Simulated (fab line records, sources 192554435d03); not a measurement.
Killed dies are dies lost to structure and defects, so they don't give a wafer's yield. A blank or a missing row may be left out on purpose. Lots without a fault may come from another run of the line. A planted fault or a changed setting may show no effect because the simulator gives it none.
fab line records | flow n5_finfet
record lots=5 wafers=15 last_day=20
route steps=1938 shown BEOL_M15@1803
lots that met no fault: from a run of the same line without faults
start_h: hours from the record's first day to the start of the lot's first wafer shown | wait_h: hours since the lot's step before | " the same as in the row above | L1.1+2: a row that stands for several wafers | - no value, or no start given | * or withheld: withheld | < > ~ a bound
route shown NAME@n: a module of which the file shows steps, and the number in the route of the first | usual: mean/standard deviation of fault-free wafers | same: alike in all rows | chamber/n: place in a boat | sites: the reading at each site | _std_site: their standard deviation | _edge_site: outer sites' mean less inner sites' | radius_mm: how far each site lies from the wafer's centre | mask NAME#n: copy n | behind: the tool/chamber that last shaped the wafer | hold: why the lot was held/for how many hours/how that ended | device: the transistor (n, p or np) that didn't switch | end of line: the same wafers' tests at the end of the route | a step without rows: its recipe alone | killed: dies lost to structure and defects at the first sort, not the wafer's yield | map: a wafer's dies, x killed, . not, _ none there
set.NAME: the setting as run; set.NAME@STEP: as run at that earlier step | model.NAME: the simulator's own value behind a step, which no gauge read
lots at some steps of the route; a table a step, a row a wafer
services: from which hour (start_h, from the record's first day; less than 0 if before it) a tool's chamber was out of use, for how many hours, and why
## steps
# step N5_BEOL_M15_HARDBAKE_32
# recipe temp_c=130 time_s=120
# columns lot.wafer tool chamber start_h wait_h
L081.3+4+6 litho_track-03 0 - -
L082.1+3+4 litho_track-02 0 - -
L078.1+3+5 litho_track-03 0 - -
L091.3+5+6 litho_track-02 0 - -
L092.2+3+5 litho_track-03 0 - -
# step N5_BEOL_M15_CD_MEAS_28
# recipe target_cd_nm=407.6 landing_energy_ev=500 detector=se_inlens
# usual cd_nm=406.3/2.4
# columns lot.wafer tool chamber start_h wait_h cd_nm
L081.3 cd_sem-01 0 351.00 - 406.2
L081.4 " 0 " " 408.5
L081.6 " 0 " " 409.5
L082.1 cd_sem-02 0 368.32 - 404.6
L082.3 " 0 " " 406.7
L082.4 " 0 " " 405.1
L078.1 cd_sem-03 0 369.13 - 406.0
L078.3 " 0 " " 410.1
L078.5 " 0 " " 408.1
L091.3 cd_sem-01 0 417.37 - 407.8
L091.5 " 0 " " 406.8
L091.6 " 0 " " 405.7
L092.2 cd_sem-01 0 450.56 - 406.8
L092.3 " 0 " " 407.7
L092.5 " 0 " " 407.4
# step N5_BEOL_M15_OVL_MEAS_29
# recipe points_per_wafer=44
# usual M15_OVL=-5/5.6
# columns lot.wafer tool chamber start_h wait_h M15_OVL[nm]
L081.3 overlay-01 0 351.03 0.0 4
L081.4 " 0 " " -7
L081.6 " 0 " " -5
L082.1 overlay-01 0 368.36 0.0 -5
L082.3 " 0 " " -6
L082.4 " 0 " " 1
L078.1 overlay-01 0 369.16 0.0 -5
L078.3 " 0 " " -3
L078.5 " 0 " " -1
L091.3 overlay-01 0 417.39 0.0 3
L091.5 " 0 " " -5
L091.6 " 0 " " -14
L092.2 overlay-01 0 450.59 0.0 -12
L092.3 " 0 " " -15
L092.5 " 0 " " -3
# step N5_BEOL_M15_INSPECT_30
# recipe mode=adi inspect_instrument=macro
# usual raw_defect_count=2.1/1.4
# columns lot.wafer tool chamber start_h wait_h raw_defect_count
L081.3 defect_inspect-01 - 351.06 0.0 1
L081.4 " - " " 2
L081.6 " - " " 1
L082.1 defect_inspect-01 - 368.38 0.0 1
L082.3 " - " " 2
L082.4 " - " " 1
L078.1 defect_inspect-01 - 369.19 0.0 2
L078.3 " - " " 3
L078.5 " - " " 2
L091.3 defect_inspect-01 - 417.42 0.0 1
L091.5 " - " " 2
L091.6 " - " " 3
L092.2 defect_inspect-01 - 450.62 0.0 2
L092.3 " - " " 1
L092.5 " - " " 3
# step N5_BEOL_M15_DESCUM_33
# recipe chemistry=O2 time_s=7.9 source_power_w=50 bias_power_w=20 pressure_mtorr=20 rf_frequency_hz=2.712e+07 temp_c=40 o2_flow_sccm=225
# usual drypump_motor_current_A=5.7/0.35 oes_product_au=0.81/0.087 rf_vpp_V=243.0/1.6 showerhead_plenum_p_Torr=2.08/0.085 throttle_valve_pct=20.34/0.25
# columns lot.wafer tool chamber start_h wait_h drypump_motor_current_A oes_product_au rf_hours_counter_h rf_vpp_V showerhead_plenum_p_Torr throttle_valve_pct
L081.3 rie_diel-02 3 351.09 0.0 5.9 0.72 221 243.7 2.18 20.67
L081.4 " 0 " " 5.8 0.92 33 241.4 2.06 20.56
L081.6 " 1 " " 5.4 0.73 - 242.3 2.01 20.32
L082.1 rie_diel-02 3 368.51 0.1 5.9 0.72 227 243.8 2.18 20.70
L082.3 " 1 " " 5.4 0.73 182 239.6 2.01 20.31
L082.4 " 2 " " 5.7 0.72 196 239.0 1.91 20.59
L078.1 rie_diel-03 0 369.22 0.0 6.2 0.76 170 243.4 2.11 20.32
L078.3 " 2 " " 6.2 0.79 117 243.7 2.18 20.27
L078.5 " 2 " " 6.2 0.80 - 243.4 2.18 20.28
L091.3 rie_diel-03 3 417.49 0.1 5.2 0.80 103 246.6 2.17 20.14
L091.5 " 2 " " 6.3 0.78 - 244.5 2.18 20.28
L091.6 " 3 " " 5.2 0.80 - 245.4 2.17 20.15
L092.2 rie_diel-02 1 450.81 0.2 5.4 0.71 209 242.0 2.00 20.37
L092.3 " 0 " " 5.7 0.85 66 242.3 2.05 20.59
L092.5 " 1 " " 5.4 0.71 - 241.0 2.00 20.34
# step N5_BEOL_M15_ETCH_61
# recipe chemistry=N2/H2 target=BARC target_depth_a=890 overetch_a=267 time_s=67.9 ion_energy_ev=200 pressure_mtorr=30 source_w=840 bias_w=150 n2_flow_sccm=200 h2_flow_sccm=200
# usual drypump_motor_current_A=5.7/0.35 oes_product_au=0.69/0.069 rf_vpp_V=524/3.2 showerhead_plenum_p_Torr=2.53/0.11 throttle_valve_pct=17.80/0.23
# columns lot.wafer tool chamber start_h wait_h drypump_motor_current_A oes_product_au rf_hours_counter_h rf_vpp_V showerhead_plenum_p_Torr throttle_valve_pct
L081.3 rie_diel-02 3 351.12 0.0 5.9 0.61 221 527 2.62 17.94
L081.4 " 0 " " 5.8 0.78 33 522 2.51 18.10
L081.6 " 1 " " 5.4 0.63 - 522 2.44 17.86
L082.1 rie_diel-02 3 368.55 0.0 5.8 0.60 227 526 2.61 17.95
L082.3 " 1 " " 5.4 0.63 182 520 2.44 17.83
L082.4 " 2 " " 5.7 0.63 196 518 2.30 17.80
L078.1 rie_diel-03 0 369.26 0.0 6.2 0.63 170 523 2.53 17.55
L078.3 " 2 " " 6.3 0.68 117 527 2.69 17.94
L078.5 " 2 " " 6.2 0.69 - 528 2.69 17.95
L091.3 rie_diel-03 3 417.52 0.0 5.2 0.69 103 528 2.68 18.00
L091.5 " 2 " " 6.3 0.67 - 528 2.68 17.97
L091.6 " 3 " " 5.2 0.69 - 528 2.68 18.02
L092.2 rie_diel-02 1 450.84 0.0 5.4 0.61 209 521 2.43 17.89
L092.3 " 0 " " 5.8 0.74 66 521 2.50 18.14
L092.5 " 1 " " 5.4 0.61 - 519 2.43 17.90
# step N5_BEOL_M15_TRENCH_ETCH_34
# recipe chemistry=C4F8/O2/Ar target=SiO2 target_depth_a=8729.3 he_inner_torr=15 he_outer_torr=30 time_s=199 ion_energy_ev=800 pressure_mtorr=20 source_w=1905 bias_w=2040 Ar_flow_sccm=400 C4F8_flow_sccm=16 O2_flow_sccm=12
# usual drypump_motor_current_A=5.7/0.35 oes_ar_750_au=0.81/0.08 oes_f_703_au=0.82/0.084 oes_product_au=0.81/0.085 rf_vpp_V=2206/37 showerhead_plenum_p_Torr=3.42/0.12 throttle_valve_pct=30.8/0.32
# columns lot.wafer tool chamber start_h wait_h drypump_motor_current_A oes_ar_750_au oes_f_703_au oes_product_au rf_hours_counter_h rf_vpp_V showerhead_plenum_p_Torr throttle_valve_pct
L081.3 rie_diel-02 3 351.18 0.0 5.9 0.70 0.71 0.70 221 2262 3.50 30.8
L081.4 " 0 " " 5.8 0.90 0.90 0.90 34 2182 3.41 31.3
L081.6 " 1 " " 5.4 0.74 0.73 0.73 - 2235 3.32 30.8
L082.1 rie_diel-02 3 368.60 0.0 5.9 0.70 0.71 0.70 227 2263 3.50 30.8
L082.3 " 1 " " 5.4 0.74 0.73 0.73 182 2237 3.31 30.8
L082.4 " 2 " " 5.7 0.74 0.75 0.73 196 2178 3.18 31.2
L078.1 rie_diel-03 0 369.31 0.0 6.2 0.77 0.82 0.78 170 2263 3.40 30.4
L078.3 " 2 " " 6.3 0.81 0.83 0.80 117 2225 3.55 30.6
L078.5 " 2 " " 6.2 0.81 0.83 0.80 - 2224 3.55 30.5
L091.3 rie_diel-03 3 417.57 0.0 5.2 0.82 0.81 0.80 103 2195 3.62 30.9
L091.5 " 2 " " 6.2 0.80 0.81 0.79 - 2223 3.54 30.6
L091.6 " 3 " " 5.2 0.82 0.81 0.81 - 2195 3.62 31.0
L092.2 rie_diel-02 1 450.89 0.0 5.4 0.71 0.71 0.72 209 2236 3.30 30.8
L092.3 " 0 " " 5.8 0.85 0.84 0.85 66 2182 3.39 31.4
L092.5 " 1 " " 5.4 0.72 0.71 0.71 - 2235 3.30 30.8
# step N5_BEOL_M15_STRIP_36
# recipe chemistry=O2 power_w=600 temp_c=60 pressure_mtorr=30 rf_frequency_hz=6e+07 bias_power_w=0 overash_fraction=0.3 o2_flow_sccm=225
# usual drypump_motor_current_A=5.7/0.37 oes_product_au=0.81/0.082 rf_vpp_V=3.6/0.93 showerhead_plenum_p_Torr=2.09/0.078 throttle_valve_pct=16.58/0.2
# columns lot.wafer tool chamber start_h wait_h drypump_motor_current_A oes_product_au rf_hours_counter_h rf_vpp_V showerhead_plenum_p_Torr throttle_valve_pct
L081.3 rie_diel-03 3 352.24 0.9 5.2 0.83 80 5.2 2.18 16.41
L081.4 " 2 " " 6.3 0.81 110 3.2 2.19 16.50
L081.6 " 2 " " 6.3 0.81 - 2.2 2.19 16.50
L082.1 rie_diel-02 0 370.58 1.8 5.8 0.90 41 2.7 2.07 16.71
L082.3 " 2 " " 5.6 0.72 196 3.7 1.92 16.80
L082.4 " 1 " " 5.4 0.74 183 2.2 2.01 16.63
L078.1 rie_diel-06 1 371.20 1.7 5.4 0.97 21 3.0 2.14 16.37
L078.3 " 0 " " 6.2 0.78 145 4.1 2.10 16.58
L078.5 " 1 " " 5.5 0.97 - 3.6 2.14 16.30
L091.3 rie_diel-02 3 419.06 1.3 5.9 0.70 243 4.7 2.18 16.90
L091.5 " 1 " " 5.4 0.72 - 3.3 2.00 16.63
L091.6 " 0 " " 5.8 0.87 - 3.5 2.06 16.72
L092.2 rie_diel-06 1 451.12 0.0 5.4 0.92 38 4.3 2.13 16.37
L092.3 " 2 " " 5.2 0.79 99 5.5 2.09 16.26
L092.5 " 2 " " 5.2 0.79 - 1.8 2.09 16.26
# step N5_BEOL_M15_STRIP_62
# recipe chemistry=O2 power_w=600 temp_c=60 pressure_mtorr=30 rf_frequency_hz=6e+07 bias_power_w=0 overash_fraction=0.3 o2_flow_sccm=225
# usual drypump_motor_current_A=5.7/0.38 oes_product_au=0.81/0.082 rf_vpp_V=3.6/0.44 showerhead_plenum_p_Torr=2.09/0.078 throttle_valve_pct=16.58/0.2
# columns lot.wafer tool chamber start_h wait_h drypump_motor_current_A oes_product_au rf_hours_counter_h rf_vpp_V showerhead_plenum_p_Torr throttle_valve_pct
L081.3 rie_diel-03 3 - - 5.2 0.83 81 3.2 2.18 16.42
L081.4 " 2 " " 6.3 0.80 110 3.6 2.19 16.51
L081.6 " 2 " " 6.3 0.81 - 3.6 2.19 16.49
L082.1 rie_diel-02 0 - - 5.7 0.90 41 4.0 2.07 16.69
L082.3 " 2 " " 5.7 0.72 196 3.8 1.92 16.82
L082.4 " 1 " " 5.4 0.73 183 3.5 2.01 16.61
L078.1 rie_diel-06 1 - - 5.5 0.96 21 4.4 2.14 16.32
L078.3 " 0 " " 6.2 0.75 145 4.1 2.10 16.60
L078.5 " 1 " " 5.5 0.97 - 3.8 2.14 16.30
L091.3 rie_diel-02 3 - - 5.9 0.70 243 3.9 2.18 16.94
L091.5 " 1 " " 5.4 0.72 - 4.0 2.00 16.62
L091.6 " 0 " " 5.8 0.88 - 3.0 2.06 16.72
L092.2 rie_diel-06 1 - - 5.5 0.92 38 3.6 2.13 16.35
L092.3 " 2 " " 5.2 0.78 99 3.2 2.09 16.26
L092.5 " 2 " " 5.2 0.79 - 4.1 2.09 16.26
# step N5_BEOL_M15_STRIP_37
# recipe chemistry=O2 power_w=600 temp_c=60 pressure_mtorr=30 rf_frequency_hz=6e+07 bias_power_w=0 overash_fraction=0.3 o2_flow_sccm=225
# usual drypump_motor_current_A=5.7/0.37 oes_product_au=0.81/0.082 rf_vpp_V=3.7/0.71 showerhead_plenum_p_Torr=2.09/0.078 throttle_valve_pct=16.58/0.2
# columns lot.wafer tool chamber start_h wait_h drypump_motor_current_A oes_product_au rf_hours_counter_h rf_vpp_V showerhead_plenum_p_Torr throttle_valve_pct
L081.3 rie_diel-03 3 - - 5.2 0.83 81 4.1 2.18 16.41
L081.4 " 2 " " 6.2 0.81 110 3.3 2.19 16.51
L081.6 " 2 " " 6.2 0.81 - 4.7 2.19 16.50
L082.1 rie_diel-02 0 - - 5.8 0.90 41 2.1 2.07 16.70
L082.3 " 2 " " 5.7 0.72 196 3.6 1.92 16.82
L082.4 " 1 " " 5.4 0.73 183 3.7 2.01 16.63
L078.1 rie_diel-06 1 - - 5.5 0.96 21 3.0 2.14 16.33
L078.3 " 0 " " 6.2 0.76 145 4.8 2.10 16.60
L078.5 " 1 " " 5.5 0.96 - 5.1 2.14 16.33
L091.3 rie_diel-02 3 - - 5.9 0.70 243 3.7 2.18 16.93
L091.5 " 1 " " 5.4 0.73 - 3.0 2.01 16.63
L091.6 " 0 " " 5.8 0.88 - 4.4 2.06 16.73
L092.2 rie_diel-06 1 - - 5.5 0.93 38 3.9 2.13 16.32
L092.3 " 2 " " 5.2 0.78 99 3.5 2.09 16.26
L092.5 " 2 " " 5.2 0.78 - 3.7 2.09 16.28
# step N5_BEOL_M15_ETCH_38
# recipe chemistry=CF4/N2 target=SiCN target_depth_a=1064 taper_deg=2 time_s=120.5 ion_energy_ev=150 mask_material=SiO2 pressure_mtorr=40 source_w=430 bias_w=70 Ar_flow_sccm=100 cf4_flow_sccm=60 n2_flow_sccm=60
# usual drypump_motor_current_A=5.7/0.37 oes_product_au=0.81/0.081 rf_vpp_V=382.2/2.2 showerhead_plenum_p_Torr=2.20/0.077 throttle_valve_pct=15.33/0.15
# columns lot.wafer tool chamber start_h wait_h drypump_motor_current_A oes_product_au rf_hours_counter_h rf_vpp_V showerhead_plenum_p_Torr throttle_valve_pct
L081.3 rie_diel-03 3 - - 5.2 0.85 81 385.4 2.33 15.41
L081.4 " 2 " " 6.3 0.82 110 385.0 2.30 15.30
L081.6 " 2 " " 6.2 0.83 - 385.7 2.30 15.27
L082.1 rie_diel-02 0 - - 5.8 0.89 41 380.4 2.17 15.40
L082.3 " 2 " " 5.7 0.73 196 377.1 2.01 15.52
L082.4 " 1 " " 5.4 0.73 183 378.6 2.13 15.44
L078.1 rie_diel-06 1 - - 5.5 0.97 21 383.5 2.23 15.00
L078.3 " 0 " " 6.2 0.75 145 382.8 2.19 15.27
L078.5 " 1 " " 5.5 0.97 - 383.7 2.23 15.00
L091.3 rie_diel-02 3 - - 5.9 0.69 243 383.7 2.24 15.46
L091.5 " 1 " " 5.4 0.73 - 379.5 2.12 15.45
L091.6 " 0 " " 5.8 0.88 - 381.4 2.17 15.42
L092.2 rie_diel-06 1 - - 5.5 0.93 38 383.4 2.22 15.02
L092.3 " 2 " " 5.2 0.79 99 382.9 2.24 15.21
L092.5 " 2 " " 5.2 0.79 - 382.3 2.24 15.20
# step N5_BEOL_M15_PRECLEAN_39
# recipe chemistry=residue_remover time_s=60 temp_c=40
# usual bath_heat_duty_pct=4.6/0.58
# columns lot.wafer tool chamber start_h wait_h bath_heat_duty_pct
L081.3 wet_bench-03 6 352.52 - 4.1
L081.4 " 7 " " 3.8
L081.6 " 0 " " 4.4
L082.1 wet_bench-04 0 370.86 - 6.0
L082.3 " 1 " " 5.2
L082.4 " 2 " " 5.4
L078.1 wet_bench-03 6 371.47 - 4.9
L078.3 " 5 " " 4.2
L078.5 " 1 " " 4.4
L091.3 wet_bench-01 2 419.33 - 5.0
L091.5 " 7 " " 4.4
L091.6 " 3 " " 4.8
L092.2 wet_bench-03 6 451.39 - 5.5
L092.3 " 7 " " 4.0
L092.5 " 4 " " 5.0
# step N5_BEOL_M15_SRD_40
# recipe time_s=30 temp_c=23 rinse_liquid=diw dry=n2_spin spin_rpm=1500 dry_time_s=30
# usual bath_heat_duty_pct=3.7/0.48
# columns lot.wafer tool chamber start_h wait_h bath_heat_duty_pct
L081.3 wet_bench-03 6 352.54 0.0 3.5
L081.4 " 7 " " 2.4
L081.6 " 0 " " 3.7
L082.1 wet_bench-04 0 370.87 0.0 4.4
L082.3 " 1 " " 4.4
L082.4 " 2 " " 4.0
L078.1 wet_bench-03 6 371.49 0.0 3.5
L078.3 " 5 " " 4.1
L078.5 " 1 " " 3.3
L091.3 wet_bench-01 2 419.35 0.0 3.2
L091.5 " 7 " " 4.0
L091.6 " 3 " " 3.4
L092.2 wet_bench-03 6 451.41 0.0 3.5
L092.3 " 7 " " 2.9
L092.5 " 4 " " 3.6
# step N5_BEOL_M15_DEGAS_41
# recipe ambient=vacuum temp_c=300 time_s=60
# usual heater_power_w=461/45
# columns lot.wafer tool chamber start_h wait_h heater_power_w
L081.3 pvd_sputter-02 - 353.15 0.6 436
L081.4 " - " " 547
L081.6 " - " " 436
L082.1 pvd_sputter-01 - 371.18 0.3 480
L082.3 " - " " 444
L082.4 " - " " 448
L078.1 pvd_sputter-03 - 371.82 0.3 460
L078.3 " - " " 413
L078.5 " - " " 446
L091.3 pvd_sputter-02 - 419.69 0.3 577
L091.5 " - " " 429
L091.6 " - " " 434
L092.2 pvd_sputter-02 - 451.80 0.4 532
L092.3 " - " " 437
L092.5 " - " " 437
# step N5_BEOL_M15_PRE_CLEAN_42
# recipe gas=H2/He time_s=30 temp_c=300
# usual heater_power_w=461/46
# columns lot.wafer tool chamber start_h wait_h heater_power_w
L081.3 pvd_sputter-02 - 353.19 0.0 431
L081.4 " - " " 544
L081.6 " - " " 451
L082.1 pvd_sputter-01 - 371.22 0.0 476
L082.3 " - " " 455
L082.4 " - " " 443
L078.1 pvd_sputter-03 - 371.86 0.0 457
L078.3 " - " " 405
L078.5 " - " " 444
L091.3 pvd_sputter-02 - 419.73 0.0 583
L091.5 " - " " 437
L091.6 " - " " 437
L092.2 pvd_sputter-02 - 451.84 0.0 540
L092.3 " - " " 429
L092.5 " - " " 438
# step N5_BEOL_M15_SPUTTER_43
# recipe material=TaN target_thk_a=150 temp_c=50 bias_v=168.6 power_w=15000 chamber_pressure_pa=0.12 time_s=24.19
# usual cathode_dc_power_W=15000/2.6 throttle_valve_pct=30.4/0.68
# columns lot.wafer tool chamber start_h wait_h cathode_dc_power_W throttle_valve_pct
L081.3 pvd_sputter-02 - 353.23 0.0 14995 30.6
L081.4 " - " " 14998 29.8
L081.6 " - " " 15000 30.5
L082.1 pvd_sputter-01 - 371.26 0.0 15001 30.1
L082.3 " - " " 15000 30.0
L082.4 " - " " 15005 31.2
L078.1 pvd_sputter-03 - 371.90 0.0 15000 30.0
L078.3 " - " " 14997 30.9
L078.5 " - " " 14999 29.4
L091.3 pvd_sputter-02 - 419.77 0.0 14997 30.3
L091.5 " - " " 15003 30.9
L091.6 " - " " 14998 30.2
L092.2 pvd_sputter-02 - 451.88 0.0 15005 29.7
L092.3 " - " " 14999 30.0
L092.5 " - " " 14997 30.0
# step N5_BEOL_M15_SPUTTER_44
# recipe material=Ta target_thk_a=150 temp_c=50 bias_v=80 power_w=15000 chamber_pressure_pa=0.07 time_s=24.19
# usual cathode_dc_power_W=15000/2.7 throttle_valve_pct=30.4/0.68
# columns lot.wafer tool chamber start_h wait_h cathode_dc_power_W throttle_valve_pct
L081.3 pvd_sputter-02 - 353.31 0.0 15001 31.0
L081.4 " - " " 15000 29.7
L081.6 " - " " 14997 30.0
L082.1 pvd_sputter-01 - 371.34 0.0 15003 30.0
L082.3 " - " " 14994 29.9
L082.4 " - " " 14999 30.9
L078.1 pvd_sputter-03 - 371.98 0.0 14999 30.0
L078.3 " - " " 14998 30.8
L078.5 " - " " 15000 29.3
L091.3 pvd_sputter-02 - 419.85 0.0 15002 30.2
L091.5 " - " " 14996 31.0
L091.6 " - " " 15001 30.0
L092.2 pvd_sputter-02 - 451.96 0.0 15000 29.7
L092.3 " - " " 14998 30.1
L092.5 " - " " 14993 30.1
# step N5_BEOL_M15_SPUTTER_45
# recipe material=Cu target_thk_a=1000 temp_c=-20 bias_v=60 power_w=26000 chamber_pressure_pa=0.13 time_s=16.67
# usual cathode_dc_power_W=26000/4.5 throttle_valve_pct=30.4/0.68
# columns lot.wafer tool chamber start_h wait_h cathode_dc_power_W throttle_valve_pct
L081.3 pvd_sputter-02 - 353.39 0.0 26001 30.9
L081.4 " - " " 25988 29.4
L081.6 " - " " 26002 30.1
L082.1 pvd_sputter-01 - 371.42 0.0 26001 30.4
L082.3 " - " " 25991 29.8
L082.4 " - " " 26000 30.9
L078.1 pvd_sputter-03 - 372.06 0.0 26006 30.0
L078.3 " - " " 25999 30.4
L078.5 " - " " 26000 29.5
L091.3 pvd_sputter-02 - 419.93 0.0 25996 30.4
L091.5 " - " " 25998 31.0
L091.6 " - " " 26005 30.2
L092.2 pvd_sputter-02 - 452.04 0.0 25997 29.6
L092.3 " - " " 26002 30.2
L092.5 " - " " 26002 29.9
# step N5_BEOL_M15_ECD_47
# recipe material=Cu target_thk_a=18600
# columns lot.wafer tool chamber start_h wait_h
L081.3+4+6 ecd_cu-02 1,0,0 353.58 0.2
L082.1+3+4 ecd_cu-01 1,0,1 371.62 0.2
L078.1+3+5 ecd_cu-02 0 372.18 0.1
L091.3+5+6 ecd_cu-01 0,0,1 420.12 0.2
L092.2+3+5 ecd_cu-02 1,0,1 452.16 0.1
# step N5_BEOL_M15_ANNEAL_48
# recipe temp_c=225 time_s=90 ambient=N2
# usual wafer_temp_C_max=225.93/0.22
# columns lot.wafer tool chamber start_h wait_h wafer_temp_C_max
L081.3 rtp_anneal-01 0 353.84 0.2 225.56
L081.4 " 0 " " 226.34
L081.6 " 0 " " 225.88
L082.1 rtp_anneal-01 0 371.86 0.2 225.57
L082.3 " 0 " " 225.81
L082.4 " 0 " " 225.83
L078.1 rtp_anneal-02 0 372.42 0.2 226.14
L078.3 " 0 " " 226.32
L078.5 " 0 " " 226.15
L091.3 rtp_anneal-01 0 420.38 0.2 226.15
L091.5 " 0 " " 225.92
L091.6 " 0 " " 225.90
L092.2 rtp_anneal-01 0 452.44 0.2 226.34
L092.3 " 0 " " 226.08
L092.5 " 0 " " 225.82
# step N5_BEOL_M15_CMP_49
# recipe stop_on=SiO2 t_overpolish_s=4.9 down_force_psi=2 platen_rpm=80 clearing_platen_down_force_psi=2 clearing_platen_rpm=80 post_cmp_clean=cu_alkaline target_thk_nm=850 clearing_platen_pad_velocity_m_s=1.5917 pad_velocity_m_s=1.5917
# usual barrier_field_endpoint_s=11.6/0.35 motor_current_A=8.1/0.68 overpolish_run_s=4.901/0.0091
# columns lot.wafer tool chamber start_h wait_h barrier_field_endpoint_s motor_current_A overpolish_run_s
L081.3 cmp-04 3 354.05 0.2 11.2 8.4 4.889
L081.4 " 2 " " 11.0 7.8 4.912
L081.6 " 0 " " 11.7 8.5 4.898
L082.3 cmp-02 1 372.16 0.2 11.3 9.1 4.907
L082.1 " 2 " " 11.1 8.2 4.914
L082.4 " 3 " " 11.0 8.5 4.891
L078.1 cmp-04 3 372.75 0.3 11.9 8.3 4.895
L078.3 " 1 " " 11.4 7.7 4.905
L078.5 " 3 " " 11.9 7.8 4.911
L091.3 cmp-02 0 420.63 0.2 11.7 8.7 4.896
L091.6 " 3 " " 11.4 8.2 4.901
L091.5 " 0 " " 11.5 8.7 4.898
L092.3 cmp-02 1 452.73 0.2 11.8 8.9 4.894
L092.2 " 2 " " 11.4 8.6 4.889
L092.5 " 1 " " 11.6 8.9 4.909
# step N5_BEOL_M15_THK_MEAS_50
# recipe thk_meas_gauge=xrf reads=Cu_of_BEOL_M15_ECD_47
# usual M15_THK=872/21
# columns lot.wafer tool chamber start_h wait_h M15_THK[nm]
L081.3 film_metro-02 - 354.34 - 850
L081.4 " - " " 876
L081.6 " - " " 856
L082.1 film_metro-01 - 372.45 - 866
L082.3 " - " " 859
L082.4 " - " " 854
L078.1 film_metro-01 - 373.01 - 934
L078.3 " - " " 865
L078.5 " - " " 872
L091.3 film_metro-02 - 420.89 - 852
L091.5 " - " " 873
L091.6 " - " " 855
L092.2 film_metro-01 - 452.99 - 864
L092.3 " - " " 874
L092.5 " - " " 858
# step N5_BEOL_M15_PRE_CLEAN_52
# recipe gas=NH3 time_s=15 temp_c=withheld rf_power_w=300
# columns lot.wafer tool chamber start_h wait_h
L081.3+4+6 pecvd-04 1,2,0 354.38 0.0
L082.1+3+4 pecvd-01 0,2,2 372.49 0.0
L078.1+3+5 pecvd-01 1,2,1 373.05 0.0
L091.3+5+6 pecvd-03 2,1,2 420.92 0.0
L092.2+3+5 pecvd-01 0,2,0 453.03 0.0
# step N5_BEOL_M15_DEP_53
# recipe material=SiCN target_thk_a=500 temp_c=withheld precursor=3MS/NH3 pressure_torr=3 rf_w=675 time_s=17.8
# usual showerhead_plenum_p_Torr=4.151/0.022 throttle_valve_pct=18.1/1.1
# columns lot.wafer tool chamber start_h wait_h showerhead_plenum_p_Torr throttle_valve_pct
L081.3 pecvd-04 1 354.40 0.0 4.167 20.2
L081.4 " 2 " " 4.163 17.1
L081.6 " 0 " " 4.156 17.2
L082.1 pecvd-01 0 372.51 0.0 4.122 19.3
L082.3 " 2 " " 4.119 17.3
L082.4 " 2 " " 4.121 17.2
L078.1 pecvd-01 1 373.07 0.0 4.186 18.6
L078.3 " 2 " " 4.119 17.3
L078.5 " 1 " " 4.186 18.6
L091.3 pecvd-03 2 420.95 0.0 4.139 16.5
L091.5 " 1 " " 4.165 19.3
L091.6 " 2 " " 4.132 16.5
L092.2 pecvd-01 0 453.05 0.0 4.121 19.0
L092.3 " 2 " " 4.124 17.3
L092.5 " 0 " " 4.109 19.3
# step N5_BEOL_M15_RS_MEAS_54
# recipe thk_meas_gauge=four-point-probe reads=Cu_of_BEOL_M15_ECD_47+Ta_of_BEOL_M15_SPUTTER_44+TaN_of_BEOL_M15_SPUTTER_43
# usual M15_RS=0.0214/0.00051
# columns lot.wafer tool chamber start_h wait_h M15_RS[ohm/sq]
L081.3 film_metro-02 - 354.47 0.1 0.0219
L081.4 " - " " 0.0213
L081.6 " - " " 0.0219
L082.1 film_metro-01 - 372.58 0.0 0.0215
L082.3 " - " " 0.0217
L082.4 " - " " 0.0218
L078.1 film_metro-02 - 373.14 0.0 0.0201
L078.3 " - " " 0.0216
L078.5 " - " " 0.0216
L091.3 film_metro-02 - 421.01 0.1 0.0218
L091.5 " - " " 0.0214
L091.6 " - " " 0.0217
L092.2 film_metro-01 - 453.12 0.1 0.0217
L092.3 " - " " 0.0214
L092.5 " - " " 0.0219
# step N5_BEOL_M15_INSPECT_55
# recipe inspect_instrument=darkfield mode=post_dep
# usual raw_defect_count=71/25
# columns lot.wafer tool chamber start_h wait_h raw_defect_count
L081.3 defect_inspect-01 - 354.50 0.0 51
L081.4 " - " " 58
L081.6 " - " " 41
L082.1 defect_inspect-01 - 372.61 0.0 70
L082.3 " - " " 77
L082.4 " - " " 115
L078.1 defect_inspect-01 - 373.17 0.0 135
L078.3 " - " " 93
L078.5 " - " " 66
L091.3 defect_inspect-01 - 421.04 0.0 50
L091.5 " - " " 71
L091.6 " - " " 62
L092.2 defect_inspect-01 - 453.15 0.0 87
L092.3 " - " " 90
L092.5 " - " " 49
## services
# columns tool chamber start_h hours kind
rie_diel-03 1 329.37 6.6 repair
rtp_anneal-01 - 337.03 5.9 pm
rie_diel-03 1 340.94 8.2 repair
rie_diel-03 0 353.27 4.3 repair
ecd_cu-02 - 370.21 1.8 repair
pecvd-04 0 377.57 5.4 repair
rie_diel-02 0 384.42 8.9 repair
rie_diel-02 1 402.36 6.6 repair
rie_diel-02 2 408.53 8.2 repair
cmp-04 - 412.24 1.4 repair
rie_diel-06 - 416.45 15.6 pm
pvd_sputter-03 - 423.06 8.9 repair
cmp-04 - 423.55 1.4 repair
rie_diel-03 1 423.86 10.7 repair
cmp-02 - 424.48 1.6 repair
cmp-02 - 431.65 4.0 pm
cmp-04 - 432.73 0.3 repair
rie_diel-02 3 433.54 - clean
rie_diel-02 3 433.54 - consumable_replace:focus_ring
rie_diel-02 3 433.54 21.6 scheduled_down
rie_diel-02 3 433.54 21.6 vent_cycle
rie_diel-03 2 433.58 1.2 repair
pvd_sputter-01 - 443.95 4.9 repair
pvd_sputter-03 - 444.22 1.9 repair
## key
fault none
